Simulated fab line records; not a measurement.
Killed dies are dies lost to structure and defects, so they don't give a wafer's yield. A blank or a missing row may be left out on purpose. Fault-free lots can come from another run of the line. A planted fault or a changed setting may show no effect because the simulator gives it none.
Chamber matching + flow nandHarc + NHARC_A_M0_DEP_32 on pecvd-04: 3 sister chambers
The step deposits SiCN, target thk 30 nm. 3 wafers are shown with their chamber, then 7 later ones without.

== WAFERS, EACH WITH ITS CHAMBER ==
| wafer  | chamber | heaterPowerW (W) |
|--------|---------|------------------|
| L978.5 | 2       | 593              |
| L976.1 | 1       | 655              |
| L976.2 | 0       | 658              |

== WAFERS WITHOUT THEIR CHAMBER ==
| wafer  | heaterPowerW (W) |
|--------|------------------|
| L976.5 | 661              |
| L979.1 | 584              |
| L979.4 | 649              |
| L979.5 | 590              |
| L992.1 | 608              |
| L992.2 | 697              |
| L992.6 | 641              |

== WHICH CHAMBER EACH WENT THROUGH ==
| wafer  | from the rows above          | in truth |
|--------|------------------------------|----------|
| L976.5 | can't be placed: 0 or 1      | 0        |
| L979.1 | 2                            | 2        |
| L979.4 | can't be placed: 1 or 0      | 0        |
| L979.5 | 2                            | 2        |
| L992.1 | can't be placed: 2 or 1      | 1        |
| L992.2 | can't be placed: 0 or 1      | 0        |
| L992.6 | can't be placed: 1 or 0 or 2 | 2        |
Correct placement for 2 of the 7. Cannot be placed on the basis of these rows: 5; the candidates contain the true chamber in 5. 0 placed wrongly.
How it was worked out, from the rows above alone: a wafer's distance from a chamber is the root of the sum, over the readings, of the square of ((its reading less the chamber's mean) divided by the reading's scatter). The wafer belongs to the nearest chamber; if the next one is less than 2 further off, it can't be placed. A chamber's mean is the mean of its shown wafers. The scatter: root of mean squared gap, hidden wafer to nearest shown wafer, with one shown wafer a chamber.
